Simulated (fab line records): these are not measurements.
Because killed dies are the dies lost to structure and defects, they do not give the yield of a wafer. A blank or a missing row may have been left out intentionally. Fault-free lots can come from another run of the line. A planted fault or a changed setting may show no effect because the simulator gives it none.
A lot that was struck, set against a sound lot	flow n5 finfet	42 out of 1938 route steps
Sound: these wafers, L772.1, L772.2, L772.5. Struck: wafers L768.3, L768.6 (left out: L768.5, a lot-mate that was not struck); the cause follows at the end.
At each step with rows: each side's tool, then ch and its chambers, then its first start. Under that, the readings that differ: sound wafers	struck wafers	difference of the means	sigmas: that difference in standard deviations of wafers without a fault.
alike: readings with means less than 2 such deviations apart, plus words and numbers identical on both sides. not compared: withheld readings, readings lacking a value on some wafer, bounds such as >300 that could conceal the same value, and numbers that have no deviation in the record and whose values overlap.
A row with sigmas, a row that says differs or no value, or rows on one side alone: a step with any of these is where the two part. Non-overlapping numbers with no deviation appear without sigmas and do not part them. Lack of a reading on every wafer of one side parts them only where that side has two or more wafers.

first, 11 steps without rows for these wafers: N5_BEOL_M1_DESCUM_33 (chemistry O2, time 7 s); N5_BEOL_M1_ETCH_77 (etches underlayer in N2/H2, target depth 6.5 nm, time 5.2 s); N5_BEOL_M1_ETCH_69 (etches SiARC in CF4, target depth 15.6 nm, time 26 s); N5_BEOL_M1_ALD_98 (deposits SiO2, target thk 2.5 nm, pulse time 1 s, co reactant pulse time 1 s); N5_BEOL_M1_ETCHBACK_99 (etches SiO2 in CHF3, target depth 5 nm, time 10.4 s); N5_BEOL_M1_ETCH_70 (etches SOC in N2/H2, target depth 80 nm, overetch 16 nm, time 120 s); N5_BEOL_M1_STRIP_71 (strips in N2/H2); N5_BEOL_M1_STRIP_78 (strips in N2/H2); N5_BEOL_M1_VIA_ETCH_34 (etches the open film in C4F6/O2, target depth 67.8 nm, time 64.4 s); N5_BEOL_M1_STRIP_83 (strips in C4F6/O2); N5_BEOL_M1_STRIP_36 (strips in N2/H2).
N5_BEOL_M1_TRENCH_ETCH_37: etches SiOC in C4F6/O2, target depth 55.207 nm, time 29 s.
  sound on rie diel-06 ch 2,3, day 10 10:41; struck on rie diel-01 ch 3, day 9 10:25
reading	sound	struck	difference	sigmas
model.BEOL_M1.feature depth nm (nm)	54.8 56 54.6	72.8 73.2	+17.9	
model.etch.depth nm (nm)	54.85 56.02 54.54	72.72 73.13	+17.79	
model.TiN_of_BEOL_M1_HM_DEP_02.thk nm (nm)	17.8 17.8 18	17 17	-1	
  alike: drypump motor current A, oes product au, rf vpp V, showerhead plenum p Torr, throttle valve pct
  not compared: rf hours counter h
then, 2 steps without rows for these wafers: N5_BEOL_M1_ETCH_41 (etches SiCN in CH3F/O2, target depth 31.9 nm, time 57.8 s); N5_BEOL_M1_STRIP_97 (strips in N2/H2, time 10 s).
N5_BEOL_M1_OCD_MEAS_38:
  sound on ocd-02, day 10 10:51; struck on ocd-02, day 9 10:34
reading	sound	struck	difference	sigmas
trench depth nm (nm)	55.5 56.1 54.9	72.6 73.2	+17.4	+17
then, 25 steps without rows for these wafers: N5_BEOL_M1_HM_STRIP_39 (strips TiN in peroxide tin strip, target depth 25 nm, time 158 s); N5_BEOL_M1_SRD_40 (time 30 s); N5_BEOL_M1_PRECLEAN_42 (cleans in residue remover, time 60 s); N5_BEOL_M1_SRD_43 (time 30 s); N5_BEOL_M1_DEGAS_44 (time 60 s); N5_BEOL_M1_PRE_CLEAN_45 (time 30 s); N5_BEOL_M1_ALD_84 (deposits TaN, pulse time 2 s, purge time 3 s, co reactant purge time 2 s); N5_BEOL_M1_SURFACE_TREAT_85; N5_BEOL_M1_CVD_47 (deposits Co from CCTBA/H2, target thk 3 nm, time 223.8 s); N5_BEOL_M1_SPUTTER_48 (material Cu, target thk 4.5 nm, time 8.29 s); N5_BEOL_M1_ANNEAL_49 (time 240 s); N5_BEOL_M1_SPUTTER_79 (material Cu, target thk 4.5 nm, time 8.29 s); N5_BEOL_M1_ANNEAL_80 (time 240 s); N5_BEOL_M1_SPUTTER_81 (material Cu, target thk 4.5 nm, time 8.29 s); N5_BEOL_M1_ANNEAL_82 (time 240 s); N5_BEOL_M1_SPUTTER_86 (material Cu, target thk 4.5 nm, time 8.29 s); N5_BEOL_M1_ANNEAL_87 (time 240 s); N5_BEOL_M1_SPUTTER_88 (material Cu, target thk 4.5 nm, time 8.29 s); N5_BEOL_M1_ANNEAL_89 (time 240 s); N5_BEOL_M1_SPUTTER_90 (material Cu, target thk 4.5 nm, time 8.29 s); N5_BEOL_M1_ANNEAL_91 (time 240 s); N5_BEOL_M1_SPUTTER_92 (material Cu, target thk 4.5 nm, time 8.29 s); N5_BEOL_M1_ANNEAL_93 (time 240 s); N5_BEOL_M1_SPUTTER_94 (material Cu, target thk 4.5 nm, time 8.29 s); N5_BEOL_M1_ANNEAL_95 (time 240 s).
N5_BEOL_M4_RC_MEAS_101:
  sound on prober-01 ch 0, day 12 01:55; struck on prober-02 ch 0, day 10 22:16
reading	sound	struck	difference	sigmas
CHAIN_V0 (ohm/link)	249 234 258	203 199	-46	-5
CHAIN_V0_max_site (ohm/link)	262 248 268	211 205	-51	-5
  alike: DIBL_N, DIBL_P, IOFF_N, IOFF_P, ION_N, ION_P, SS_N, SS_P, VT_N, VT_P
-- record jumps: 5 days separate the struck wafers' starts on either side; left off in module BEOL_M4, taken up again in module PASSIVATION, whose first shown step is the route's number 1936 --
N5_PASSIVATION_PROBE_49:
  sound on prober-02, day 16 09:51; struck on prober-01, day 15 16:44
  alike: defect limited yield, killed_at_M0_to_M3, killed_at_M4_up, killed at contacts, killed at front end, killed at other, killed dies, killed open, killed short, sort_bin_5_function, sort_bin_6_memory, sort_bin_8_speed, sort n pass, sort yield pct

== WHERE THEY PART ==
First at N5_BEOL_M1_OCD_MEAS_38; last, within this record, at N5_BEOL_M4_RC_MEAS_101. Later steps at which nothing parts them and some readings are alike: N5_PASSIVATION_PROBE_49.

WHY: whatever the simulator had introduced
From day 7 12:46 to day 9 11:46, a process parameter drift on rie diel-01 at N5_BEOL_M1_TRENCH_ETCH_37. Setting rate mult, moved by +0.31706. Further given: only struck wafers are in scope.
